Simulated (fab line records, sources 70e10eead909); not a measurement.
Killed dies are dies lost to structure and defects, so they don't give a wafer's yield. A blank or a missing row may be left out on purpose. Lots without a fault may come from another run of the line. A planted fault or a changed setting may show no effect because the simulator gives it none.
fab line records | flow nand_harc | part 1 of 2: steps 1 to 22 of 35
record lots=5 wafers=15 last_day=24
route steps=1159 shown P_BONDPAD@357 A_START@389 A_ZERO_WELL@390
lots that met no fault: from a run of the same line without faults
start_h: hours from the record's first day to the start of the lot's first wafer shown | wait_h: hours since the lot's step before | " the same as in the row above | L1.1+2: a row that stands for several wafers | - no value, or no start given | * or withheld: withheld | < > ~ a bound
route shown NAME@n: a module of which the file shows steps, and the number in the route of the first | usual: mean/standard deviation of fault-free wafers | same: alike in all rows | chamber/n: place in a boat | sites: the reading at each site | _std_site: their standard deviation | _edge_site: outer sites' mean less inner sites' | radius_mm: how far each site lies from the wafer's centre | mask NAME#n: copy n | behind: the tool/chamber that last shaped the wafer | hold: why the lot was held/for how many hours/how that ended | device: the transistor (n, p or np) that didn't switch | end of line: the same wafers' tests at the end of the route | a step without rows: its recipe alone | killed: dies lost to structure and defects at the first sort, not the wafer's yield | map: a wafer's dies, x killed, . not, _ none there
set.NAME: the setting as run; set.NAME@STEP: as run at that earlier step | model.NAME: the simulator's own value behind a step, which no gauge read
lots at some steps of the route; a table a step, a row a wafer
services: from which hour (start_h, from the record's first day; less than 0 if before it) a tool's chamber was out of use, for how many hours, and why
## steps
# step NHARC_P_BONDPAD_COAT_36
# recipe temp_c=200 time_s=65
# usual exhaust_pa=45.0/0.82
# columns lot.wafer tool chamber start_h wait_h exhaust_pa
L082.1 litho_track-02 0 - - 46.2
L082.4 " 0 " " 45.3
L082.6 " 0 " " 45.4
L086.1 litho_track-03 0 - - 46.0
L086.2 " 0 " " 46.7
L086.4 " 0 " " 45.2
L089.1 litho_track-02 0 - - 46.0
L089.3 " 0 " " 44.8
L089.4 " 0 " " 45.9
L090.3 litho_track-03 0 - - 46.2
L090.4 " 0 " " 44.3
L090.5 " 0 " " 46.8
L094.2 litho_track-05 0 - - 46.3
L094.3 " 0 " " 46.0
L094.6 " 0 " " 46.2
# step NHARC_P_BONDPAD_COAT_03
# recipe spin_rpm=2000 resist_thk_nm=600
# usual exhaust_pa=44.8/1
# columns lot.wafer tool chamber start_h wait_h exhaust_pa
L082.1 litho_track-02 0 - - 46.0
L082.4 " 0 " " 46.7
L082.6 " 0 " " 45.3
L086.1 litho_track-03 0 - - 45.7
L086.2 " 0 " " 46.8
L086.4 " 0 " " 46.1
L089.1 litho_track-02 0 - - 45.3
L089.3 " 0 " " 45.1
L089.4 " 0 " " 45.3
L090.3 litho_track-03 0 - - 43.6
L090.4 " 0 " " 45.7
L090.5 " 0 " " 44.7
L094.2 litho_track-05 0 - - 46.7
L094.3 " 0 " " 46.0
L094.6 " 0 " " 46.4
# step NHARC_P_BONDPAD_SOFTBAKE_04
# recipe temp_c=125 time_s=70
# usual exhaust_pa=44.8/0.82
# columns lot.wafer tool chamber start_h wait_h exhaust_pa
L082.1 litho_track-02 0 - - 45.3
L082.4 " 0 " " 45.3
L082.6 " 0 " " 44.2
L086.1 litho_track-03 0 - - 46.1
L086.2 " 0 " " 45.7
L086.4 " 0 " " 45.6
L089.1 litho_track-02 0 - - 42.6
L089.3 " 0 " " 44.9
L089.4 " 0 " " 44.4
L090.3 litho_track-03 0 - - 43.9
L090.4 " 0 " " 44.3
L090.5 " 0 " " 44.7
L094.2 litho_track-05 0 - - 45.5
L094.3 " 0 " " 45.3
L094.6 " 0 " " 44.0
# step NHARC_P_BONDPAD_EBR_05
# usual exhaust_pa=44.9/0.79
# columns lot.wafer tool chamber start_h wait_h exhaust_pa
L082.1 litho_track-02 0 - - 46.2
L082.4 " 0 " " 45.6
L082.6 " 0 " " 44.8
L086.1 litho_track-03 0 - - 46.3
L086.2 " 0 " " 44.7
L086.4 " 0 " " 45.9
L089.1 litho_track-02 0 - - 44.6
L089.3 " 0 " " 44.5
L089.4 " 0 " " 44.6
L090.3 litho_track-03 0 - - 43.7
L090.4 " 0 " " 44.2
L090.5 " 0 " " 43.8
L094.2 litho_track-05 0 - - 45.1
L094.3 " 0 " " 46.0
L094.6 " 0 " " 44.8
# step NHARC_P_BONDPAD_EXPOSE_06
# recipe na=0.55 dose_mj=37.06 mask_id=P_BPAD
# columns lot.wafer tool chamber start_h wait_h mask
L082.1+4+6 krf_scanner-01 0 175.98 - P_BPAD#0
L086.1+2+4 krf_scanner-01 0 209.72 - P_BPAD#0
L089.1+3+4 krf_scanner-01 0 223.95 - P_BPAD#0
L090.3+4+5 krf_scanner-01 0 224.85 - P_BPAD#0
L094.2+3+6 krf_scanner-04 0 258.15 - P_BPAD#0
# step NHARC_P_BONDPAD_PEB_07
# recipe peb_temp_c=128 peb_time_s=80
# usual exhaust_pa=45.1/0.9
# columns lot.wafer tool chamber start_h wait_h exhaust_pa
L082.1 litho_track-05 0 176.04 0.1 46.1
L082.4 " 0 " " 45.0
L082.6 " 0 " " 45.8
L086.1 litho_track-05 0 209.79 0.1 43.4
L086.2 " 0 " " 45.4
L086.4 " 0 " " 44.5
L089.1 litho_track-02 0 224.02 0.1 44.3
L089.3 " 0 " " 44.7
L089.4 " 0 " " 44.8
L090.3 litho_track-05 0 224.90 0.1 45.7
L090.4 " 0 " " 45.1
L090.5 " 0 " " 45.2
L094.2 litho_track-03 0 258.21 0.1 45.2
L094.3 " 0 " " 43.6
L094.6 " 0 " " 44.8
# step NHARC_P_BONDPAD_DEVELOP_08
# recipe time_s=50 dev_temp_c=22
# usual exhaust_pa=45.0/0.87
# columns lot.wafer tool chamber start_h wait_h exhaust_pa
L082.1 litho_track-05 0 - - 45.2
L082.4 " 0 " " 44.2
L082.6 " 0 " " 44.7
L086.1 litho_track-05 0 - - 44.3
L086.2 " 0 " " 44.4
L086.4 " 0 " " 44.3
L089.1 litho_track-02 0 - - 45.7
L089.3 " 0 " " 46.4
L089.4 " 0 " " 46.5
L090.3 litho_track-05 0 - - 44.6
L090.4 " 0 " " 45.1
L090.5 " 0 " " 46.1
L094.2 litho_track-03 0 - - 43.5
L094.3 " 0 " " 44.6
L094.6 " 0 " " 44.2
# step NHARC_P_BONDPAD_CD_MEAS_09
# recipe target_cd_nm=500 landing_energy_ev=500
# usual cd_nm=499.7/2.1
# columns lot.wafer tool chamber start_h wait_h cd_nm
L082.1 cd_sem-01 0 176.13 - 502.7
L082.4 " 0 " " 502.3
L082.6 " 0 " " 502.2
L086.1 cd_sem-03 0 209.87 - 503.9
L086.2 " 0 " " 500.2
L086.4 " 0 " " 501.8
L089.1 cd_sem-02 0 224.10 - 496.3
L089.3 " 0 " " 503.9
L089.4 " 0 " " 499.8
L090.3 cd_sem-03 0 224.99 - 501.3
L090.4 " 0 " " 499.2
L090.5 " 0 " " 502.8
L094.2 cd_sem-03 0 258.30 - 501.9
L094.3 " 0 " " 497.6
L094.6 " 0 " " 499.3
# step NHARC_P_BONDPAD_OVL_MEAS_38
# usual overlay_x_nm=2/6.9 overlay_y_nm=0/5.5
# columns lot.wafer tool chamber start_h wait_h overlay_x_nm overlay_y_nm
L082.1 overlay-02 - 176.22 - -6 -3
L082.4 " - " " -6 -3
L082.6 " - " " -6 -3
L086.1 overlay-02 - 209.98 - 4 6
L086.2 " - " " 4 6
L086.4 " - " " 4 6
L089.1 overlay-01 - 224.19 - -3 -2
L089.3 " - " " -2 -2
L089.4 " - " " -3 -2
L090.3 overlay-01 - 225.08 - -8 5
L090.4 " - " " -8 4
L090.5 " - " " -7 4
L094.2 overlay-02 - 258.38 - 10 4
L094.3 " - " " 9 4
L094.6 " - " " 9 4
# step NHARC_P_BONDPAD_HARDBAKE_10
# recipe temp_c=118 time_s=65
# usual exhaust_pa=45.2/0.94
# columns lot.wafer tool chamber start_h wait_h exhaust_pa
L082.1 litho_track-05 0 176.26 0.0 44.2
L082.4 " 0 " " 45.2
L082.6 " 0 " " 46.9
L086.1 litho_track-03 0 210.02 0.0 46.9
L086.2 " 0 " " 46.4
L086.4 " 0 " " 45.6
L089.1 litho_track-02 0 224.24 0.0 45.3
L089.3 " 0 " " 46.0
L089.4 " 0 " " 46.9
L090.3 litho_track-05 0 225.13 0.0 45.6
L090.4 " 0 " " 45.7
L090.5 " 0 " " 44.5
L094.2 litho_track-02 0 258.43 0.0 45.1
L094.3 " 0 " " 43.6
L094.6 " 0 " " 44.2
# step NHARC_P_BONDPAD_DESCUM_11
# recipe time_s=3 o2_flow_sccm=200 ar_flow_sccm=0 bias_power_w=0 chemistry=O2
# usual drypump_motor_current_A=5.9/0.41 o2_flow_sccm=200.0/0.53 oes_product_au=0.997/0.013 rf_vpp_V=57.8/0.9 showerhead_plenum_p_Torr=1.93/0.098 throttle_valve_pct=11.310/0.0084
# columns lot.wafer tool chamber start_h wait_h drypump_motor_current_A o2_flow_sccm oes_product_au rf_hours_counter_h rf_vpp_V showerhead_plenum_p_Torr throttle_valve_pct
L082.1 rie_diel-02 1 176.35 - 6.5 199.6 0.985 1 57.8 1.78 11.319
L082.4 " 2 " " 5.9 201.0 0.993 1 58.2 1.81 11.328
L082.6 " 0 " " 5.3 200.0 0.974 - 57.3 1.99 11.315
L086.1 rie_diel-02 0 210.11 - 5.3 200.3 0.990 5 58.6 1.99 11.309
L086.2 " 2 " " 5.9 199.7 1.005 5 59.0 1.81 11.313
L086.4 " 3 " " 6.1 200.1 1.006 - 57.8 2.01 11.318
L089.1 rie_diel-11 1 224.32 - 6.3 200.4 1.013 12 58.1 2.00 11.322
L089.3 " 2 " " 6.5 200.1 1.005 12 59.2 1.98 11.303
L089.4 " 3 " " 6.0 199.7 0.994 12 57.2 1.91 11.314
L090.3 rie_diel-02 3 225.20 - 6.0 199.8 0.993 7 58.5 2.00 11.317
L090.4 " 0 " " 5.3 199.1 0.994 8 58.1 1.98 11.320
L090.5 " 3 " " 6.0 199.5 1.010 - 58.3 2.00 11.313
L094.3 rie_diel-02 0 258.52 - 5.2 200.4 0.987 10 57.8 1.98 11.316
L094.2 " 1 " " 6.5 200.4 0.980 6 56.8 1.78 11.298
L094.6 " 3 " " 6.0 199.7 0.991 - 59.0 2.00 11.290
# step NHARC_P_BONDPAD_ETCH_37
# recipe target_depth_a=600 overetch_a=180 time_s=65.91 ion_energy_ev=200 n2_flow_sccm=150 h2_flow_sccm=150 ar_flow_sccm=0 rf_w=400 bias_w=150 chemistry=N2/H2
# usual bias_w=149.9/0.5 drypump_motor_current_A=5.9/0.39 oes_product_au=0.996/0.014 rf_vpp_V=431.0/3 showerhead_plenum_p_Torr=2.06/0.11 throttle_valve_pct=14.172/0.009
# columns lot.wafer tool chamber start_h wait_h bias_w drypump_motor_current_A oes_product_au rf_hours_counter_h rf_vpp_V showerhead_plenum_p_Torr throttle_valve_pct
L082.1 rie_diel-02 3 176.43 0.1 149.4 6.1 1.005 1 433.3 2.14 14.165
L082.4 " 1 " " 149.7 6.5 0.998 1 426.5 1.89 14.169
L082.6 " 3 " " 149.7 6.0 1.014 - 433.9 2.14 14.173
L086.2 rie_diel-02 0 210.21 0.1 150.8 5.2 0.978 5 432.6 2.12 14.160
L086.1 " 3 " " 150.5 6.1 1.010 5 432.4 2.14 14.178
L086.4 " 3 " " 150.2 6.0 0.999 - 432.8 2.14 14.171
L089.4 rie_diel-11 1 224.45 0.1 149.9 6.3 1.019 12 433.7 2.14 14.178
L089.3 " 2 " " 149.9 6.4 1.011 12 432.9 2.11 14.175
L089.1 " 0 " " 149.6 5.4 1.008 11 427.6 1.91 14.175
L090.4 rie_diel-02 0 225.29 0.1 150.0 5.3 0.997 8 431.6 2.12 14.160
L090.3 " 1 " " 150.8 6.5 1.002 3 426.9 1.89 14.167
L090.5 " 3 " " 149.9 6.0 1.010 - 432.9 2.14 14.172
L094.2 rie_diel-02 2 258.61 0.1 150.9 5.9 0.986 10 427.8 1.93 14.169
L094.3 " 3 " " 149.8 6.0 0.997 10 434.2 2.14 14.163
L094.6 " 1 " " 149.2 6.5 0.994 - 425.6 1.89 14.180
# step NHARC_P_BONDPAD_ETCH_12
# recipe target_depth_a=2000 time_s=100 chf3_flow_sccm=50 o2_flow_sccm=10 ar_flow_sccm=200 rf_w=500 bias_w=200 chemistry=CHF3/O2
# usual bias_w=200.0/0.57 drypump_motor_current_A=5.9/0.39 o2_flow_sccm=9.999/0.03 oes_product_au=0.942/0.025 rf_vpp_V=370.8/2.6 showerhead_plenum_p_Torr=2.41/0.12 throttle_valve_pct=20.571/0.0096
# columns lot.wafer tool chamber start_h wait_h bias_w drypump_motor_current_A o2_flow_sccm oes_product_au rf_hours_counter_h rf_vpp_V showerhead_plenum_p_Torr throttle_valve_pct
L082.1 rie_diel-02 2 - - 200.1 5.9 9.954 0.967 1 368.0 2.28 20.580
L082.4 " 3 " " 199.1 6.0 10.010 0.978 1 375.6 2.51 20.562
L082.6 " 2 " " 200.1 5.9 9.987 0.976 - 367.7 2.28 20.557
L086.1 rie_diel-02 0 - - 200.9 5.3 10.009 0.910 5 372.2 2.49 20.559
L086.2 " 3 " " 199.2 6.1 10.017 0.940 5 373.8 2.51 20.556
L086.4 " 0 " " 200.7 5.3 10.050 0.914 - 372.3 2.49 20.574
L089.3 rie_diel-11 2 - - 199.6 6.5 10.039 0.944 12 371.5 2.48 20.582
L089.4 " 3 " " 199.4 6.0 10.008 0.947 12 369.3 2.40 20.560
L089.1 " 1 " " 199.5 6.3 9.984 0.947 12 374.0 2.51 20.587
L090.4 rie_diel-02 0 - - 200.2 5.3 9.947 0.951 8 371.5 2.49 20.584
L090.3 " 2 " " 200.2 5.9 10.033 0.997 7 369.0 2.28 20.561
L090.5 " 1 " " 199.7 6.5 10.006 0.977 - 367.6 2.24 20.567
L094.3 rie_diel-02 2 - - 200.8 5.9 9.958 0.944 10 368.4 2.28 20.574
L094.2 " 0 " " 199.6 5.3 10.009 0.929 11 372.6 2.49 20.585
L094.6 " 1 " " 199.6 6.5 10.070 0.947 - 367.4 2.24 20.561
# step NHARC_P_BONDPAD_CD_MEAS_13
# usual cd_nm=498.8/2.3
# columns lot.wafer tool chamber start_h wait_h cd_nm
L082.1 cd_sem-02 - 176.65 - 502.2
L082.4 " - " " 499.2
L082.6 " - " " 500.9
L086.1 cd_sem-02 - 210.46 - 502.1
L086.2 " - " " 498.3
L086.4 " - " " 501.1
L089.1 cd_sem-01 - 224.71 - 495.7
L089.3 " - " " 503.1
L089.4 " - " " 498.9
L090.3 cd_sem-03 - 225.52 - 500.4
L090.4 " - " " 498.2
L090.5 " - " " 500.9
L094.2 cd_sem-03 - 258.84 - 502.7
L094.3 " - " " 496.2
L094.6 " - " " 498.1
# step NHARC_P_BONDPAD_STRIP_15
# recipe o2_flow_sccm=500 ar_flow_sccm=0 bias_w=0 chemistry=O2
# usual drypump_motor_current_A=5.9/0.42 o2_flow_sccm=499.7/1.5 oes_product_au=0.995/0.014 rf_vpp_V=57.7/0.8 showerhead_plenum_p_Torr=3.54/0.17 throttle_valve_pct=17.037/0.0094
# same bias_w=0
# columns lot.wafer tool chamber start_h wait_h drypump_motor_current_A o2_flow_sccm oes_product_au rf_hours_counter_h rf_vpp_V showerhead_plenum_p_Torr throttle_valve_pct
L082.4 rie_diel-02 3 176.73 0.1 6.0 500.4 1.009 1 58.0 3.69 17.040
L082.1 " 0 " " 5.3 497.6 0.973 1 57.8 3.66 17.039
L082.6 " 3 " " 6.0 498.6 1.003 - 57.4 3.69 17.025
L086.1 rie_diel-02 3 210.54 0.1 6.0 501.5 1.003 5 58.2 3.69 17.043
L086.2 " 2 " " 5.9 499.1 1.000 5 57.4 3.35 17.039
L086.4 " 2 " " 5.9 502.9 0.984 - 56.9 3.35 17.017
L089.3 rie_diel-02 0 224.78 0.1 5.3 499.2 0.986 8 59.1 3.65 17.015
L089.4 " 1 " " 6.5 500.4 0.992 3 57.3 3.30 17.029
L089.1 " 3 " " 6.0 499.9 0.994 7 56.9 3.69 17.035
L090.3 rie_diel-02 0 225.59 0.1 5.3 501.6 0.989 8 57.9 3.65 17.036
L090.4 " 2 " " 5.9 497.8 1.007 7 57.3 3.35 17.049
L090.5 " 1 " " 6.5 498.3 0.997 - 57.4 3.30 17.022
L094.2 rie_diel-02 3 258.92 0.1 6.1 499.6 0.978 10 57.7 3.68 17.040
L094.3 " 1 " " 6.5 503.0 0.982 6 57.4 3.30 17.035
L094.6 " 3 " " 6.0 500.0 0.994 - 58.5 3.68 17.041
# step NHARC_P_BONDPAD_ETCH_24
# recipe target_depth_a=300 over_etch_frac=0.3 time_s=72.99 ion_energy_ev=150 cf4_flow_sccm=50 n2_flow_sccm=100 ar_flow_sccm=150 rf_w=300 bias_w=100 chemistry=CF4/N2
# usual bias_w=100.02/0.28 drypump_motor_current_A=5.8/0.4 oes_product_au=0.996/0.014 rf_vpp_V=314.4/2.4 showerhead_plenum_p_Torr=2.65/0.13 throttle_valve_pct=19.794/0.0089
# columns lot.wafer tool chamber start_h wait_h bias_w drypump_motor_current_A oes_product_au rf_hours_counter_h rf_vpp_V showerhead_plenum_p_Torr throttle_valve_pct
L082.1 rie_diel-02 2 - - 100.24 5.9 0.998 1 312.2 2.49 19.793
L082.4 " 0 " " 99.94 5.3 0.972 1 316.8 2.72 19.806
L082.6 " 1 " " 100.02 6.5 0.998 - 311.2 2.45 19.778
L086.1 rie_diel-02 0 210.73 0.2 100.11 5.3 0.981 5 316.0 2.72 19.782
L086.2 " 2 " " 100.33 5.9 0.987 5 311.7 2.49 19.784
L086.4 " 3 " " 99.71 6.0 0.988 - 315.4 2.75 19.792
L089.1 rie_diel-02 3 - - 100.17 6.0 0.999 7 318.2 2.74 19.788
L089.3 " 0 " " 99.72 5.3 0.976 8 315.7 2.72 19.785
L089.4 " 2 " " 99.67 5.9 0.997 7 312.8 2.49 19.806
L090.4 rie_diel-02 2 - - 100.08 5.9 0.997 7 312.0 2.49 19.794
L090.3 " 3 " " 99.31 6.0 0.998 7 316.3 2.74 19.796
L090.5 " 1 " " 99.88 6.5 0.999 - 310.9 2.45 19.795
L094.2 rie_diel-02 3 - - 99.74 6.0 1.019 10 316.4 2.74 19.782
L094.3 " 0 " " 100.22 5.3 1.001 11 316.6 2.72 19.806
L094.6 " 3 " " 99.93 6.0 1.000 - 315.4 2.74 19.801
# step NHARC_P_BONDPAD_STRIP_16
# recipe time_s=600 temp_c=30 chemistry=post_etch_residue_remover
# columns lot.wafer tool chamber start_h wait_h
L082.1+4+6 wet_bench-10 5,7,1 177.01 -
L086.1+2+4 wet_bench-08 6,0,1 210.88 -
L089.3+1+4 wet_bench-10 5,7,1 225.07 -
L090.4+3+5 wet_bench-10 2,3,7 225.87 -
L094.3+6+2 wet_bench-08 4,6,7 259.22 -
# step NHARC_P_BONDPAD_DEGAS_25
# recipe temp_c=300 time_s=60
# usual heater_power_w=454/30
# columns lot.wafer tool chamber start_h wait_h heater_power_w
L082.1 pvd_sputter-02 - 177.29 - 446
L082.4 " - " " 428
L082.6 " - " " 481
L086.1 pvd_sputter-01 - 211.13 - 426
L086.4 " - " " 457
L086.2 " - " " 502
L089.1 pvd_sputter-01 - 225.33 - 492
L089.4 " - " " 458
L089.3 " - " " 470
L090.4 pvd_sputter-03 - 226.14 - 453
L090.3 " - " " 504
L090.5 " - " " 439
L094.2 pvd_sputter-02 - 259.47 - 453
L094.3 " - " " 444
L094.6 " - " " 448
# step NHARC_P_BONDPAD_PRE_CLEAN_26
# recipe time_s=30 temp_c=280 gas=H2/He
# usual heater_power_w=401/27
# columns lot.wafer tool chamber start_h wait_h heater_power_w
L082.4 pvd_sputter-02 - - - 395
L082.1 " - " " 438
L082.6 " - " " 394
L086.2 pvd_sputter-01 - - - 415
L086.1 " - " " 431
L086.4 " - " " 394
L089.1 pvd_sputter-01 - - - 439
L089.4 " - " " 383
L089.3 " - " " 399
L090.4 pvd_sputter-03 - - - 365
L090.3 " - " " 372
L090.5 " - " " 386
L094.2 pvd_sputter-02 - - - 386
L094.3 " - " " 397
L094.6 " - " " 390
# step NHARC_P_BONDPAD_PVD_17
# recipe target_thk_a=50 bias_v=168.6 power_w=15000 chamber_pressure_pa=0.12 time_s=8.06 substrate_temp_c=50 material=TaN
# usual throttle_valve_pct=29.9/1.1
# columns lot.wafer tool chamber start_h wait_h throttle_valve_pct
L082.4 pvd_sputter-02 - - - 29.9
L082.1 " - " " 29.0
L082.6 " - " " 31.9
L086.1 pvd_sputter-01 - - - 30.3
L086.4 " - " " 30.3
L086.2 " - " " 29.8
L089.4 pvd_sputter-01 - - - 29.7
L089.1 " - " " 27.2
L089.3 " - " " 30.3
L090.4 pvd_sputter-03 - - - 29.0
L090.3 " - " " 31.4
L090.5 " - " " 31.2
L094.3 pvd_sputter-02 - - - 29.9
L094.2 " - " " 29.9
L094.6 " - " " 30.0
# step NHARC_P_BONDPAD_PVD_27
# recipe target_thk_a=300 chamber_pressure_pa=5 power_w=5000 substrate_temp_c=30 time_s=20.49 material=Cu
# usual throttle_valve_pct=29.9/1.1
# columns lot.wafer tool chamber start_h wait_h throttle_valve_pct
L082.1 pvd_sputter-02 - - - 29.9
L082.4 " - " " 28.9
L082.6 " - " " 29.6
L086.1 pvd_sputter-01 - - - 30.3
L086.2 " - " " 30.4
L086.4 " - " " 29.7
L089.4 pvd_sputter-01 - - - 30.6
L089.3 " - " " 29.7
L089.1 " - " " 27.3
L090.4 pvd_sputter-03 - - - 29.0
L090.3 " - " " 29.3
L090.5 " - " " 29.1
L094.3 pvd_sputter-02 - - - 30.8
L094.2 " - " " 32.5
L094.6 " - " " 30.1
# step NHARC_P_BONDPAD_ECD_18
# recipe target_thk_a=4000 bath_temp_c=25 material=Cu
# columns lot.wafer tool chamber start_h wait_h
L082.1+4+6 ecd_cu-02 0,1,1 177.69 -
L086.1+2+4 ecd_cu-01 0,1,1 211.49 -
L089.1+4+3 ecd_cu-01 0,0,1 225.70 -
L090.3+4+5 ecd_cu-01 0,1,0 226.60 -
L094.2+3+6 ecd_cu-01 1,1,0 259.85 -
